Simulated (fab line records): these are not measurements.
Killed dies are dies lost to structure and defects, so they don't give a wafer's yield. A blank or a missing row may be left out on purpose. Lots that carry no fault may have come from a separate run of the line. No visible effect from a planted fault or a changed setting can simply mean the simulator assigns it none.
fab line records -- flow nand-harc
[record] lots = 5, wafers = 15, last-day = 33
route steps=1302 shown A_BLC@1125 A_M0@1137 END@1302
lots untouched by any fault: they come from a run of this same line in which no faults occurred
start-h: start of the lot's first displayed wafer, in hours after the record's first day -- wait-h: hours from the lot's prior step to this one -- " same as the row above -- L1.1+2: a single row standing in for several wafers -- - no value present, or no start provided -- * or withheld: withheld -- < > ~ a bound
route shown NAME@n: a module of which the file shows steps, and the number in the route of the first -- usual: mean/standard deviation of fault-free wafers -- same: alike in all rows -- chamber/n: place in a boat -- sites: readings site by site -- _std_site: how widely they spread, as a standard deviation -- _edge_site: outer sites' mean less inner sites' -- radius-mm: how far each site lies from the wafer's centre -- mask NAME#n: copy n -- behind: the tool/chamber that last shaped the wafer -- hold: why the lot went on hold/how many hours it stayed there/how the hold came to an end -- device: the n, p or np transistor that did not switch -- end of line: tests of these same wafers at the route's end -- where a step has no rows: the recipe by itself -- killed: the dies lost at the first sort to structure and to defects; this is not the yield of the wafer -- map: shows each die of a wafer: x if killed, . if not, _ if none is there
set.NAME: the setting the step ran with; set.NAME@STEP: the setting that earlier step ran with -- model.NAME: the simulator's own value behind a step, which no gauge read
a table for each step, a row for each wafer; lots at some steps of the route
services: a tool's chamber out of use, with start hour (start-h, from the record's first day; less than 0 if before it), hours out, and reason
[[steps]]
[step NHARC_A_BLC_STRIP_29]
[recipe] cf4-flow-sccm = 150, ar-flow-sccm = 0, bias-w = 0, chemistry = CF4
[step NHARC_A_BLC_STRIP_21]
[recipe] o2-flow-sccm = 500, ar-flow-sccm = 0, bias-w = 0, chemistry = O2
[step NHARC_A_BLC_STRIP_22]
[recipe] time-s = 600, temp-c = 30, chemistry = post-etch-residue-remover
[step NHARC_A_BLC_DEGAS_30]
[recipe] temp-c = 300, time-s = 60
[usual] heater-power-w = 446/47
lot.wafer,tool,chamber,start-h,wait-h,heater-power-w
L352.4,pvd-sputter-01,-,530.71,-,404
L352.3,pvd-sputter-01,-,530.71,-,426
L352.6,pvd-sputter-01,-,530.71,-,417
L358.1,pvd-sputter-03,-,582.59,-,528
L358.4,pvd-sputter-03,-,582.59,-,401
L358.5,pvd-sputter-03,-,582.59,-,388
L362.1,pvd-sputter-03,-,638.95,-,424
L362.3,pvd-sputter-03,-,638.95,-,438
L362.5,pvd-sputter-03,-,638.95,-,393
L368.2,pvd-sputter-03,-,671.17,-,438
L368.4,pvd-sputter-03,-,671.17,-,397
L368.1,pvd-sputter-03,-,671.17,-,509
L372.2,pvd-sputter-01,-,736.62,-,524
L372.3,pvd-sputter-01,-,736.62,-,386
L372.6,pvd-sputter-01,-,736.62,-,401
[step NHARC_A_BLC_PRE_CLEAN_31]
[recipe] time-s = 15, bias-v = 250, gas = Ar
[step NHARC_A_BLC_PVD_32]
[recipe] target-thk-a = 50, chamber-pressure-pa = 5, power-w = 5000, substrate-temp-c = 200, time-s = 17.7, material = Ti
[step NHARC_A_BLC_ALD_23]
[recipe] target-thk-a = 30, pulse-time-s = 1, ald-cycles = 150, temp-c = 450, material = TiN
[step NHARC_A_BLC_CVD_24]
[recipe] target-thk-a = 1500, temp-c = 300, pressure-torr = 40, wf6-flow-sccm = 40, h2-flow-sccm = 1600, ar-flow-sccm = 1560, time-s = 434, material = W
[usual] heater-power-w = 465/40, throttle-valve-pct = 8.1/0.33
lot.wafer,tool,chamber,start-h,wait-h,heater-power-w,throttle-valve-pct
L352.3,cvd-w-02,0,-,-,493,7.6
L352.4,cvd-w-02,1,-,-,488,8.4
L352.6,cvd-w-02,0,-,-,513,7.8
L358.1,cvd-w-01,0,-,-,484,7.9
L358.4,cvd-w-01,0,-,-,463,8.1
L358.5,cvd-w-01,0,-,-,478,8.2
L362.1,cvd-w-01,0,-,-,480,7.9
L362.3,cvd-w-01,1,-,-,403,8.6
L362.5,cvd-w-01,1,-,-,400,8.3
L368.2,cvd-w-02,0,-,-,497,7.5
L368.1,cvd-w-02,1,-,-,480,8.7
L368.4,cvd-w-02,1,-,-,468,8.6
L372.2,cvd-w-02,1,-,-,481,8.4
L372.3,cvd-w-02,0,-,-,499,7.6
L372.6,cvd-w-02,1,-,-,480,8.4
[step NHARC_A_BLC_CMP_25]
[recipe] t-overpolish-s = 30, target-thk-nm = 150
[usual] edge-zone-pressure-frac = 1.000/0.0051, motor-current-A = 11.9/0.58, overpolish-run-s = 30.000/0.0091, slurry-flow-ml-min = 150.0/0.42, time-to-endpoint-s = 31/3.1
lot.wafer,tool,chamber,start-h,wait-h,edge-zone-pressure-frac,motor-current-A,overpolish-run-s,slurry-flow-ml-min,time-to-endpoint-s
L352.3,cmp-01,0,531.71,0.3,0.986,11.2,29.994,150.1,24
L352.4,cmp-01,1,531.71,0.3,1.006,13.2,30.012,149.8,34
L352.6,cmp-01,0,531.71,0.3,0.997,11.7,29.991,149.7,26
L358.1,cmp-01,1,584.01,0.8,0.989,12.3,30.000,149.8,38
L358.4,cmp-01,2,584.01,0.8,1.003,12.2,29.995,149.1,31
L358.5,cmp-01,2,584.01,0.8,1.004,11.8,30.005,149.6,31
L362.1,cmp-03,3,639.94,0.5,0.998,11.5,30.011,150.2,32
L362.3,cmp-03,2,639.94,0.5,1.003,11.0,30.003,150.1,28
L362.5,cmp-03,0,639.94,0.5,1.009,12.2,29.997,149.8,32
L368.4,cmp-01,3,672.16,0.3,0.999,12.0,30.014,150.2,33
L368.1,cmp-01,0,672.16,0.3,0.999,10.8,30.007,150.1,28
L368.2,cmp-01,1,672.16,0.3,0.998,12.5,30.011,150.3,34
L372.3,cmp-02,1,737.84,0.3,1.000,12.4,29.995,150.1,25
L372.2,cmp-02,2,737.84,0.3,0.996,11.5,29.999,150.0,34
L372.6,cmp-02,0,737.84,0.3,0.986,11.2,29.994,150.6,31
[step NHARC_A_BLC_SRD_27]
[step NHARC_A_BLC_INSPECT_28]
[usual] raw-defect-count = 495/120
lot.wafer,tool,chamber,start-h,wait-h,raw-defect-count
L352.3,defect-inspect-02,-,532.09,0.1,529
L352.4,defect-inspect-02,-,532.09,0.1,440
L352.6,defect-inspect-02,-,532.09,0.1,444
L358.1,defect-inspect-02,-,584.42,0.1,262
L358.4,defect-inspect-02,-,584.42,0.1,362
L358.5,defect-inspect-02,-,584.42,0.1,372
L362.1,defect-inspect-01,-,640.34,0.1,487
L362.3,defect-inspect-01,-,640.34,0.1,341
L362.5,defect-inspect-01,-,640.34,0.1,380
L368.1,defect-inspect-01,-,672.55,0.1,608
L368.2,defect-inspect-01,-,672.55,0.1,517
L368.4,defect-inspect-01,-,672.55,0.1,608
L372.2,defect-inspect-01,-,738.20,0.1,331
L372.3,defect-inspect-01,-,738.20,0.1,418
L372.6,defect-inspect-01,-,738.20,0.1,367
[step NHARC_A_M0_DEP_00]
[recipe] target-thk-a = 1500, target-thk-nm = 150, temp-c = withheld, pressure-torr = 5, flow-sccm = 200, rf-w = 600, material = SiOC
lot.wafer,tool,chamber,start-h,wait-h
L352.3+6+4,pecvd-04,"0,1,2",532.25,0.2
L358.1+4+5,pecvd-01,"2,1,1",584.55,0.1
L362.3+1+5,pecvd-02,"2,0,0",640.41,0.1
L368.2+1+4,pecvd-01,"0,1,1",672.66,0.1
L372.3+2+6,pecvd-04,"0,1,0",738.26,0.1
[step NHARC_A_M0_DEHYDRATE_01]
[recipe] temp-c = 150, time-s = 120
[step NHARC_A_M0_HMDS_02]
[recipe] time-s = 30
[step NHARC_A_M0_COAT_33]
[recipe] temp-c = 200, time-s = 65
[step NHARC_A_M0_COAT_03]
[recipe] spin-rpm = 1500, resist-thk-nm = 90
[step NHARC_A_M0_SOFTBAKE_04]
[recipe] temp-c = 105, time-s = 55
[step NHARC_A_M0_EBR_05]
[step NHARC_A_M0_EXPOSE_06]
[recipe] na = 1.35, target-cd-nm = 80, dose-mj = 83.25, mask-id = A_M0
[step NHARC_A_M0_PEB_07]
[recipe] peb-temp-c = 100, peb-time-s = 65
[step NHARC_A_M0_DEVELOP_08]
[recipe] develop-time-s = 35, dev-temp-c = 23
[step NHARC_A_M0_CD_MEAS_09]
[recipe] target-cd-nm = 80, landing-energy-ev = 500
[usual] cd-nm = 80.2/0.89
lot.wafer,tool,chamber,start-h,wait-h,cd-nm
L352.3,cd-sem-03,0,533.00,-,79.5
L352.4,cd-sem-03,0,533.00,-,80.2
L352.6,cd-sem-03,0,533.00,-,80.2
L358.1,cd-sem-03,0,585.32,-,80.6
L358.4,cd-sem-03,0,585.32,-,79.9
L358.5,cd-sem-03,0,585.32,-,80.3
L362.1,cd-sem-01,0,641.24,-,79.3
L362.3,cd-sem-01,0,641.24,-,79.4
L362.5,cd-sem-01,0,641.24,-,79.7
L368.1,cd-sem-01,0,673.48,-,80.6
L368.2,cd-sem-01,0,673.48,-,79.6
L368.4,cd-sem-01,0,673.48,-,81.3
L372.2,cd-sem-02,0,739.10,-,80.7
L372.3,cd-sem-02,0,739.10,-,80.4
L372.6,cd-sem-02,0,739.10,-,80.5
[step NHARC_A_M0_OVL_MEAS_10]
[recipe] pitch-nm = 160
[usual] overlay-x-nm = 0.3/0.74, overlay-y-nm = -0.3/1
lot.wafer,tool,chamber,start-h,wait-h,overlay-x-nm,overlay-y-nm
L352.3,overlay-01,-,533.09,-,-0.3,0.3
L352.4,overlay-01,-,533.09,-,0.4,0.4
L352.6,overlay-01,-,533.09,-,-0.1,0.2
L358.1,overlay-02,-,585.41,-,0.0,-1.0
L358.4,overlay-02,-,585.41,-,0.4,-1.0
L358.5,overlay-02,-,585.41,-,0.1,-1.4
L362.1,overlay-01,-,641.33,-,0.1,0.8
L362.3,overlay-01,-,641.33,-,-0.3,0.2
L362.5,overlay-01,-,641.33,-,-0.2,0.9
L368.1,overlay-02,-,673.57,-,-0.1,1.8
L368.2,overlay-02,-,673.57,-,0.6,2.1
L368.4,overlay-02,-,673.57,-,0.5,1.5
L372.2,overlay-02,-,739.18,-,-0.3,-0.8
L372.3,overlay-02,-,739.18,-,-0.5,-1.1
L372.6,overlay-02,-,739.18,-,-0.2,-0.5
[step NHARC_A_M0_INSPECT_11]
[usual] raw-defect-count = 79/38
lot.wafer,tool,chamber,start-h,wait-h,raw-defect-count
L352.3,defect-inspect-02,-,533.12,0.0,82
L352.4,defect-inspect-02,-,533.12,0.0,60
L352.6,defect-inspect-02,-,533.12,0.0,65
L358.1,defect-inspect-02,-,585.45,0.0,62
L358.4,defect-inspect-02,-,585.45,0.0,60
L358.5,defect-inspect-02,-,585.45,0.0,61
L362.1,defect-inspect-02,-,641.36,0.0,38
L362.3,defect-inspect-02,-,641.36,0.0,36
L362.5,defect-inspect-02,-,641.36,0.0,39
L368.1,defect-inspect-01,-,673.61,0.0,130
L368.2,defect-inspect-01,-,673.61,0.0,117
L368.4,defect-inspect-01,-,673.61,0.0,107
L372.2,defect-inspect-01,-,739.22,0.0,34
L372.3,defect-inspect-01,-,739.22,0.0,30
L372.6,defect-inspect-01,-,739.22,0.0,31
[step NHARC_A_M0_DESCUM_14]
[recipe] time-s = 3, o2-flow-sccm = 200, ar-flow-sccm = 0, bias-power-w = 0, chemistry = O2
[step NHARC_A_M0_ETCH_34]
[recipe] target-depth-a = 400, overetch-a = 120, time-s = 43.94, ion-energy-ev = 200, n2-flow-sccm = 150, h2-flow-sccm = 150, ar-flow-sccm = 0, rf-w = 400, bias-w = 150, chemistry = N2/H2
[step NHARC_A_M0_ETCH_15]
[recipe] target-depth-a = 1500, overetch-a = 150, time-s = 82.5, c4f8-flow-sccm = withheld, ar-flow-sccm = 400, rf-w = 600, bias-w = 300, chemistry = C4F8/Ar
[step NHARC_A_M0_CD_MEAS_16]
[usual] cd-nm = 80.2/1.2
lot.wafer,tool,chamber,start-h,wait-h,cd-nm
L352.3,cd-sem-02,-,533.53,-,79.6
L352.4,cd-sem-02,-,533.53,-,79.6
L352.6,cd-sem-02,-,533.53,-,79.2
L358.1,cd-sem-02,-,585.81,-,82.1
L358.4,cd-sem-02,-,585.81,-,79.9
L358.5,cd-sem-02,-,585.81,-,79.5
L362.1,cd-sem-02,-,641.72,-,78.7
L362.3,cd-sem-02,-,641.72,-,78.2
L362.5,cd-sem-02,-,641.72,-,80.1
L368.1,cd-sem-02,-,673.97,-,78.8
L368.2,cd-sem-02,-,673.97,-,79.6
L368.4,cd-sem-02,-,673.97,-,81.9
L372.2,cd-sem-01,-,739.58,-,82.2
L372.3,cd-sem-01,-,739.58,-,81.2
L372.6,cd-sem-01,-,739.58,-,82.0
[step NHARC_A_M0_STRIP_18]
[recipe] power-w = 1000, n2-flow-sccm = 150, h2-flow-sccm = 150, ar-flow-sccm = 0, bias-w = 0, chemistry = N2/H2
[step NHARC_A_M0_STRIP_19]
[recipe] time-s = 600, temp-c = 30, chemistry = post-etch-residue-remover
[step NHARC_A_M0_DEGAS_28]
[recipe] temp-c = 250, time-s = 60
[step NHARC_A_M0_PRE_CLEAN_29]
[recipe] time-s = 30, temp-c = 280, gas = H2/He
[step NHARC_A_M0_PVD_20]
[recipe] target-thk-a = 50, bias-v = 168.6, power-w = 15000, chamber-pressure-pa = 0.12, time-s = 8.06, substrate-temp-c = 50, material = TaN
[usual] throttle-valve-pct = 29.5/0.97
lot.wafer,tool,chamber,start-h,wait-h,throttle-valve-pct
L352.4,pvd-sputter-01,-,-,-,29.0
L352.3,pvd-sputter-01,-,-,-,29.9
L352.6,pvd-sputter-01,-,-,-,28.9
L358.4,pvd-sputter-02,-,-,-,30.1
L358.1,pvd-sputter-02,-,-,-,28.9
L358.5,pvd-sputter-02,-,-,-,30.2
L362.1,pvd-sputter-01,-,-,-,29.0
L362.3,pvd-sputter-01,-,-,-,29.4
L362.5,pvd-sputter-01,-,-,-,29.0
L368.1,pvd-sputter-01,-,-,-,29.0
L368.4,pvd-sputter-01,-,-,-,29.4
L368.2,pvd-sputter-01,-,-,-,28.8
L372.3,pvd-sputter-01,-,-,-,28.3
L372.2,pvd-sputter-01,-,-,-,28.9
L372.6,pvd-sputter-01,-,-,-,28.7
[step NHARC_A_M0_PVD_21]
[recipe] target-thk-a = 300, chamber-pressure-pa = 5, power-w = 5000, substrate-temp-c = 30, time-s = 20.49, material = Cu
[step NHARC_A_M0_ECD_22]
[recipe] target-thk-a = 4000, bath-temp-c = 25, material = Cu
[step NHARC_A_M0_ANNEAL_30]
[recipe] temp-c = 225, time-s = 90
[usual] wafer_temp_C_max = 226.23/0.29
lot.wafer,tool,chamber,start-h,wait-h,wafer_temp_C_max
L352.3,rtp-anneal-01,0,535.11,-,225.77
L352.4,rtp-anneal-01,0,535.11,-,225.97
L352.6,rtp-anneal-01,0,535.11,-,226.38
L358.1,rtp-anneal-02,0,587.21,-,226.43
L358.4,rtp-anneal-02,0,587.21,-,226.85
L358.5,rtp-anneal-02,0,587.21,-,226.89
L362.1,rtp-anneal-02,0,643.11,-,226.09
L362.3,rtp-anneal-02,0,643.11,-,225.82
L362.5,rtp-anneal-02,0,643.11,-,226.20
L368.1,rtp-anneal-01,0,675.47,0.3,226.19
L368.2,rtp-anneal-01,0,675.47,0.3,226.15
L368.4,rtp-anneal-01,0,675.47,0.3,226.57
L372.2,rtp-anneal-01,0,740.99,-,226.01
L372.3,rtp-anneal-01,0,740.99,-,225.86
L372.6,rtp-anneal-01,0,740.99,-,226.28
[step NHARC_A_M0_CMP_23]
[recipe] t-overpolish-s = 20, target-thk-nm = 113.75
[step NHARC_A_M0_SRD_25]
[step NHARC_A_M0_INSPECT_27]
[usual] raw-defect-count = 555/150
lot.wafer,tool,chamber,start-h,wait-h,raw-defect-count
L352.3,defect-inspect-02,-,535.82,0.0,566
L352.4,defect-inspect-02,-,535.82,0.0,570
L352.6,defect-inspect-02,-,535.82,0.0,669
L358.1,defect-inspect-02,-,588.03,0.0,432
L358.4,defect-inspect-02,-,588.03,0.0,402
L358.5,defect-inspect-02,-,588.03,0.0,381
L362.1,defect-inspect-02,-,643.93,0.0,498
L362.3,defect-inspect-02,-,643.93,0.0,754
L362.5,defect-inspect-02,-,643.93,0.0,416
L368.1,defect-inspect-02,-,676.30,0.0,729
L368.2,defect-inspect-02,-,676.30,0.0,863
L368.4,defect-inspect-02,-,676.30,0.0,1030
L372.2,defect-inspect-01,-,741.75,0.0,485
L372.3,defect-inspect-01,-,741.75,0.0,636
L372.6,defect-inspect-01,-,741.75,0.0,714
[step NHARC_END_SORT_01]
[recipe] temp-c = 25
[usual] defect-limited-yield = 92.3/2.7, killed-at-array = 47/18, killed-at-other = 0.9/1.1, killed-at-periphery = 4/3.1, killed-dies = 52/18, killed-open = 3.1/1.5, killed-short = 2.4/1.5, sort_bin_2_pct = 2.7/1.2, sort_bin_3_pct = 0.6/0.38, sort_bin_4_pct = 4.5/1.5, sort-n-pass = 625/18, sort-rim-yield-pct = 89/4.5, sort-yield-pct = 92.3/2.7
[same] gross-dies = 677, sort_bin_5_pct[%] = 0, sort_bin_6_pct[%] = 0, sort_bin_7_pct[%] = 0, sort_bin_8_pct[%] = 0, sort-rim-n-gross = 106.00
lot.wafer,tool,chamber,start-h,wait-h,defect-limited-yield[%],killed-at-array,killed-at-other,killed-at-periphery,killed-dies,killed-open,killed-short,sort_bin_2_pct[%],sort_bin_3_pct[%],sort_bin_4_pct[%],sort-n-pass,sort-rim-yield-pct[%],sort-yield-pct[%]
L362.1,prober-01,0,685.22,2.5,94.8,34,0,1,35,3,3,2.1,0.1,3.0,642,93,94.8
L362.3,prober-01,0,686.83,3.1,95.3,29,2,1,32,3,4,1.0,0.3,3.4,645,91,95.3
L362.5,prober-01,0,688.43,3.7,95.3,32,0,0,32,4,1,1.6,0.3,2.8,645,95,95.3
L368.1,prober-02,0,719.40,2.5,91.9,53,0,2,55,2,1,3.8,0.3,4.0,622,83,91.9
L368.2,prober-02,0,720.21,2.8,0,677,0,0,677,1,5,92.9,1.0,6.1,0,0,0
L368.4,prober-02,0,721.81,3.4,89.8,69,0,0,69,1,2,4.4,0.7,5.0,608,92,89.8
// killed by level:class
L362.1 A_CHANNEL_HOLE_D2:chamber-film-flake=13 A_CHANNEL_HOLE_D1:chamber-film-flake=5 A_WL_FILL:chamber-film-flake=3 A_CONTACT:chamber-film-flake=3 A_STAIRCASE:chamber-film-flake=2 A_ONON_D1:geometric-particle:short=1 A_CHANNEL_FILL_D1:geometric-particle:short=1 A_CHANNEL_FILL_D1:geometric-particle:open=1
L362.3 A_CHANNEL_HOLE_D2:chamber-film-flake=12 A_CHANNEL_HOLE_D1:chamber-film-flake=3 A_CHANNEL_FILL_D1:geometric-particle:short=2 A_BLC:geometric-particle:open=2 A_SLIT:chamber-film-flake=2 A_CONTACT:chamber-film-flake=2 THIN_TSV:chamber-film-flake=2 A_ONON_D1:geometric-particle:short=1
L362.5 A_CHANNEL_HOLE_D2:chamber-film-flake=14 A_SLIT:chamber-film-flake=4 A_SGD_CUT:geometric-particle:open=2 A_CHANNEL_HOLE_D1:chamber-film-flake=2 A_DECK1_JOINT:chamber-film-flake=2 A_ONON_D1:geometric-particle:open=1 A_CHANNEL_FILL_D1:geometric-particle:open=1 A_ONON_D2:geometric-particle:short=1
L368.1 A_SLIT:chamber-film-flake=24 A_CHANNEL_HOLE_D1:chamber-film-flake=14 A_CONTACT:chamber-film-flake=5 A_DECK1_JOINT:chamber-film-flake=3 A_STAIRCASE:chamber-film-flake=3 P_M0:geometric-particle:open=1 A_CHANNEL_HOLE_D1:geometric-particle:open=1 A_CHANNEL_FILL_D2:geometric-particle:short=1
L368.2 A_M0:area-dep=602 A_CHANNEL_HOLE_D1:chamber-film-flake=36 A_SLIT:chamber-film-flake=22 A_CONTACT:chamber-film-flake=6 A_STAIRCASE:chamber-film-flake=2 A_WL_FILL:chamber-film-flake=2 A_ONON_D1:geometric-particle:short=1 A_CHANNEL_FILL_D1:geometric-particle:short=1
L368.4 A_CHANNEL_HOLE_D1:chamber-film-flake=34 A_SLIT:chamber-film-flake=27 A_CONTACT:chamber-film-flake=2 A_ONON_D2:geometric-particle:open=1 A_CHANNEL_FILL_D2:geometric-particle:short=1 A_WL_FILL:geometric-particle:short=1 A_CHANNEL_FILL_D2:chamber-film-flake=1 A_STAIRCASE:chamber-film-flake=1
// map L368.2 (x killed, . not)
____________x____________
_________xxxxxxx_________
_______xxxxxxxxxxx_______
______xxxxxxxxxxxxx______
_____xxxxxxxxxxxxxxx_____
____xxxxxxxxxxxxxxxxx____
____xxxxxxxxxxxxxxxxx____
___xxxxxxxxxxxxxxxxxxx___
___xxxxxxxxxxxxxxxxxxx___
__xxxxxxxxxxxxxxxxxxxxx__
__xxxxxxxxxxxxxxxxxxxxx__
_xxxxxxxxxxxxxxxxxxxxxxx_
_xxxxxxxxxxxxxxxxxxxxxxx_
_xxxxxxxxxxxxxxxxxxxxxxx_
_xxxxxxxxxxxxxxxxxxxxxxx_
_xxxxxxxxxxxxxxxxxxxxxxx_
xxxxxxxxxxxxxxxxxxxxxxxxx
xxxxxxxxxxxxxxxxxxxxxxxxx
xxxxxxxxxxxxxxxxxxxxxxxxx
xxxxxxxxxxxxxxxxxxxxxxxxx
xxxxxxxxxxxxxxxxxxxxxxxxx
_xxxxxxxxxxxxxxxxxxxxxxx_
_xxxxxxxxxxxxxxxxxxxxxxx_
_xxxxxxxxxxxxxxxxxxxxxxx_
_xxxxxxxxxxxxxxxxxxxxxxx_
_xxxxxxxxxxxxxxxxxxxxxxx_
__xxxxxxxxxxxxxxxxxxxxx__
__xxxxxxxxxxxxxxxxxxxxx__
___xxxxxxxxxxxxxxxxxxx___
___xxxxxxxxxxxxxxxxxxx___
____xxxxxxxxxxxxxxxxx____
____xxxxxxxxxxxxxxxxx____
_____xxxxxxxxxxxxxxx_____
______xxxxxxxxxxxxx______
_______xxxxxxxxxxx_______
_________xxxxxxx_________
____________x____________
// map L358.4 (x killed, . not)
____________.____________
_________..x...._________
_______......x...._______
______.............______
_____..............._____
____..........x......____
____.................____
___..x................___
___...................___
__.................x.x.__
__..........x..........__
_......................._
_x......................_
_...x............x......_
_..x...................._
_......................._
.......................x.
...................x.....
x...............x........
..........x.....x...x....
..............x..........
_........x.............._
_......................._
_......................._
_..................x...._
_....................x.._
__x..x.................__
__xx.........x.........__
___xx.................___
___xxx................___
____x................____
____xxx...........x..____
_____.x.x..........._____
______.............______
_______..........._______
_________......._________
____________.____________
[[services]]
tool,chamber,start-h,hours,kind
pvd-sputter-02,-,507.69,1.9,repair
cmp-02,-,517.30,2.3,repair
pvd-sputter-03,-,526.08,10.0,pm
cvd-w-01,-,547.00,13.0,pm
cvd-w-01,0,563.77,17.3,repair
cmp-01,-,569.85,1.3,repair
cmp-01,-,577.73,4.0,pm
cvd-w-01,1,578.98,6.6,repair
pecvd-04,2,581.28,10.2,repair
pvd-sputter-01,-,582.00,10.0,pm
cvd-w-01,-,605.24,1.0,repair
pecvd-04,1,612.02,3.6,repair
cvd-w-01,-,624.46,2.1,repair
pecvd-04,-,631.26,13.0,pm
cvd-w-02,-,631.37,13.0,pm
cmp-01,-,643.81,3.6,repair
pecvd-01,-,673.04,13.0,pm
cmp-01,-,675.73,4.0,pm
cvd-w-02,0,688.02,8.1,repair
cmp-01,-,695.01,23.1,repair
pvd-sputter-03,-,704.08,10.0,pm
cvd-w-01,-,728.00,13.0,pm
cmp-01,-,736.45,0.3,repair
cmp-01,-,737.12,4.7,repair
[[key]]
[first-sign] step = NHARC_END_SORT_01, reading = sort_bin_2_pct, direction = up, sigmas = 76, usual = 2.7, struck = 92.9
[effect] step = NHARC_END_SORT_01, reading = killed-at-array, direction = up, sigmas = 36, usual = 47, struck = 677
[more-kills-born-at] NHARC_A_M0_DEP_00@pecvd-01 = 602
met-at NHARC_A_M0_DEP_00
struck-wafers L368.2
later-rows-left-out L368.2
[fault] kind = process-parameter-drift, tool = pecvd-01, chamber = 0, onset-h = 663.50, steps = NHARC_A_M0_DEP_00, channel = target-thk-a, offset = *, shape = step, end-h = 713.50, acts-in = *, stated = *
// later-rows-left-out: the simulator's readings of these wafers behind a module that went badly wrong aren't trusted and aren't shown, but for the sort
